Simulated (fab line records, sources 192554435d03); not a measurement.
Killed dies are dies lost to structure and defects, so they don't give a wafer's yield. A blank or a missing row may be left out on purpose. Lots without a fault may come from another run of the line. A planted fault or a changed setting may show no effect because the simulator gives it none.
A struck lot beside a sound one | flow n5_finfet | 39 steps out of a route of 1938
Sound: wafers L608.4, L608.5, L608.6. Struck: wafers L606.2, L606.5. (L606.3 of the same lot was not struck and is left out.) The cause comes at the end.
At each step with rows: each side's tool, then ch and its chambers, then its first start. Under that, the readings that differ: sound wafers | struck wafers | difference of the means | sigmas: that difference in standard deviations of wafers without a fault.
alike: readings whose means differ by less than 2 such deviations, and words and numbers that are the same on both sides. not compared: withheld readings, readings that some wafer has no value for, bounds like >300 that may hide the same value, and numbers for which the record gives no deviation and whose values overlap.
The two part at a step that has a row with sigmas, a row that says differs or no value, or rows on one side only. Numbers that don't overlap but have no deviation are shown without sigmas and don't part them. A reading that every wafer of one side lacks parts them only if that side has two wafers or more.

first, 9 steps without rows for these wafers: N5_MOL_CONTACT_COAG_PRECLEAN_127 (cleans in DIW, time 57.5 s); N5_MOL_CONTACT_COAG_SRD_128 (dry time 32 s); N5_MOL_CONTACT_COAG_CMP_52 (polishes, stops on SiO2, t overpolish 1.5 s, target thk 66.5 nm); N5_MOL_CONTACT_COAG_ANNEAL_112 (time 1800 s); N5_BEOL_M0_SAQP_PECVD_00 (deposits SiCN from 3MS/NH3, target thk 8 nm, time 14 s); N5_BEOL_M0_SAQP_ILD_DEP_01 (deposits SiOC from DEMS/O2, target thk 45.419 nm, time 8.7 s); N5_BEOL_M0_SAQP_HM_DEP_02 (deposits TiN, target thk 12 nm); N5_BEOL_M0_SAQP_PECVD_03 (deposits SiCN from 3MS/NH3, target thk 12 nm, time 21.1 s); N5_BEOL_M0_SAQP_PECVD_96 (deposits a-Si from SiH4/He, target thk 45 nm, time 45.2 s).
N5_BEOL_M0_SAQP_PECVD_97: deposits SiNx from SiH4/NH3/N2, target thk 23 nm, time 19.9 s.
  sound on pecvd-01 ch 0,1,2, day 9 17:26; struck on pecvd-04 ch 1, day 9 05:36
  alike: heater_power_w, showerhead_plenum_p_Torr, throttle_valve_pct
then, 10 steps without rows for these wafers: N5_BEOL_M0_SAQP_PECVD_04 (deposits a-Si from SiH4/He, target thk 60 nm, time 60.2 s); N5_BEOL_M0_SAQP_HM_DEP_111 (deposits SiO2 from SiH4/N2O, target thk 12 nm, time 7.2 s); N5_BEOL_M0_SAQP_COAT_81 (time 60 s, resist thk 100 nm); N5_BEOL_M0_SAQP_COAT_82 (time 60 s, resist thk 30 nm); N5_BEOL_M0_SAQP_COAT_08 (resist thk 90 nm); N5_BEOL_M0_SAQP_EBR_10; N5_BEOL_M0_SAQP_SOFTBAKE_09 (time 60 s); N5_BEOL_M0_SAQP_EXPOSE_11 (exposes mask M0 CORE, target cd 42 nm); N5_BEOL_M0_SAQP_PEB_12 (peb time 60 s); N5_BEOL_M0_SAQP_DEVELOP_13 (develop time 30 s).
N5_BEOL_M0_SAQP_INSPECT_16: inspects for defects (brightfield).
  sound on defect_inspect-02, day 9 17:59; struck on defect_inspect-02, day 9 06:16
  reading          | sound       | struck    | difference | sigmas
  raw_defect_count | 409 605 489 | 1952 1772 | +1361      | +11
then, 14 steps without rows for these wafers: N5_BEOL_M0_SAQP_DESCUM_19 (chemistry O2, time 7.9 s); N5_BEOL_M0_SAQP_ETCH_83 (etches SiARC in CF4, target depth 39 nm, time 65 s); N5_BEOL_M0_SAQP_ETCH_84 (etches SOC in N2/H2, target depth 100 nm, overetch 20 nm, time 150 s); N5_BEOL_M0_SAQP_STRIP_80 (strips in N2/H2); N5_BEOL_M0_SAQP_HM_OPEN_112 (chemistry CHF3/O2, target SiO2, stops on a-Si, target depth 12 nm, time 13.5 s); N5_BEOL_M0_SAQP_STRIP_113 (strips in CHF3/O2); N5_BEOL_M0_SAQP_MANDREL_ETCH_20 (etches a-Si in HBr/Cl2, stops on SiNx, target depth 60 nm, bt time 10 s, time 30 s); N5_BEOL_M0_SAQP_STRIP_86 (strips in N2/H2); N5_BEOL_M0_SAQP_STRIP_115 (strips in post etch residue remover, time 60 s); N5_BEOL_M0_SAQP_SRD_93 (time 30 s); N5_BEOL_M0_SAQP_RECESS_114 (chemistry HF/NH3, target SiO2, target depth 14.4 nm, afs cycles 3, sublimation time 60 s); N5_BEOL_M0_SAQP_SPACER1_ALD_98 (deposits SiO2, target thk 12.8 nm, pulse time 1 s, purge time 2 s); N5_BEOL_M0_SAQP_SPACER1_ETCHBACK_99 (etches SiO2 in CHF3/O2, target depth 15.4 nm, time 7.7 s); N5_BEOL_M0_SAQP_MANDREL1_REMOVE_100 (chemistry HBr/Cl2/O2, target a-Si, stops on SiNx, bt time 10 s).
N5_BEOL_M0_SAQP_INSPECT_42: inspects for defects (brightfield).
  sound on defect_inspect-01, day 9 22:44; struck on defect_inspect-01, day 9 10:09
  reading          | sound       | struck    | difference | sigmas
  raw_defect_count | 233 283 289 | 1845 1538 | +1423      | +15
N5_BEOL_M0_CUTY_INSPECT_59: inspects for defects (macro).
  sound on defect_inspect-02, day 10 00:18; struck on defect_inspect-02, day 9 11:34
  reading          | sound | struck    | difference | sigmas
  raw_defect_count | 3 1 5 | >300 >300 | differs    |
-- the record jumps here: 2 days lie between the struck wafers' starts before and after (it left off in module BEOL_M0_CUTY and takes up again in module BEOL_M4, whose first step shown is number 1111 of the route) --
N5_BEOL_M4_RC_MEAS_101:
  sound on prober-02 ch 0, day 12 02:07; struck on prober-02 ch 0, day 11 20:56
  alike: DIBL_N, DIBL_P, IOFF_N, IOFF_P, ION_N, ION_P, SS_N, SS_P, VT_N, VT_P
-- the record jumps here: 4 days lie between the struck wafers' starts before and after (it left off in module BEOL_M4 and takes up again in module PASSIVATION, whose first step shown is number 1936 of the route) --
N5_PASSIVATION_PROBE_49:
  the record has rows for the struck wafers here (prober-01, day 16 08:40) and none for the sound ones

WHERE THEY PART
First at N5_BEOL_M0_SAQP_INSPECT_16; last, within this record, at N5_PASSIVATION_PROBE_49.

WHY: what the simulator had put in
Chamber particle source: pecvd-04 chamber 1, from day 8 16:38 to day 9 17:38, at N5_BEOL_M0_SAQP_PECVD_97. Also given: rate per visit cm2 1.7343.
